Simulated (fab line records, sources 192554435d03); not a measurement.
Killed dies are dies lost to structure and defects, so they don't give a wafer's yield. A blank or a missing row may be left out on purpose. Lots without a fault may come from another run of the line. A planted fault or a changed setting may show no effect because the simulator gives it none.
Chamber matching | flow n5_finfet | N5_FIN_CUT_ETCH_21 on rie_diel-04: 4 sister chambers
The step etches SOC in N2/H2, target depth 219 nm, overetch 43.8 nm, time 523.5 s. 8 wafers are shown with their chamber, then 9 later ones without.

WAFERS WITH THEIR CHAMBER
wafer  | chamber | drypump_motor_current_A (A) | showerhead_plenum_p_Torr (Torr)
L083.5 | 2       | 6.4                         | 2.61
L084.2 | 1       | 5.4                         | 2.50
L084.5 | 1       | 5.3                         | 2.50
L087.2 | 2       | 6.4                         | 2.61
L087.5 | 0       | 5.9                         | 2.55
L091.3 | 3       | 5.7                         | 2.62
L091.4 | 3       | 5.7                         | 2.62
L091.6 | 0       | 5.9                         | 2.54

WAFERS WITHOUT THEIR CHAMBER
wafer  | drypump_motor_current_A (A) | showerhead_plenum_p_Torr (Torr)
L093.3 | 5.7                         | 2.62
L093.4 | 5.9                         | 2.54
L093.6 | 5.3                         | 2.50
L095.2 | 5.4                         | 2.50
L095.4 | 5.9                         | 2.54
L095.6 | 5.7                         | 2.62
L096.1 | 5.4                         | 2.49
L096.5 | 5.4                         | 2.49
L096.6 | 6.4                         | 2.60

WHICH CHAMBER EACH WENT THROUGH
wafer  | from the rows above | in truth
L093.3 | 3                   | 3
L093.4 | 0                   | 0
L093.6 | 1                   | 1
L095.2 | 1                   | 1
L095.4 | 0                   | 0
L095.6 | 3                   | 3
L096.1 | 1                   | 1
L096.5 | 1                   | 1
L096.6 | 2                   | 2
Placed correctly: 9 of 9. Can't be placed from these rows: 0. Placed wrongly: 0.
How it was worked out, from the rows above alone: a wafer's distance from a chamber is the root of the sum, over the readings, of the square of ((its reading less the chamber's mean) divided by the reading's scatter). The wafer belongs to the nearest chamber; if the next one is less than 2 further off, it can't be placed. A chamber's mean is the mean of its shown wafers. The scatter: the root of (the sum of the squares of (reading less its chamber's mean) over the shown wafers, divided by (wafers less chambers)).
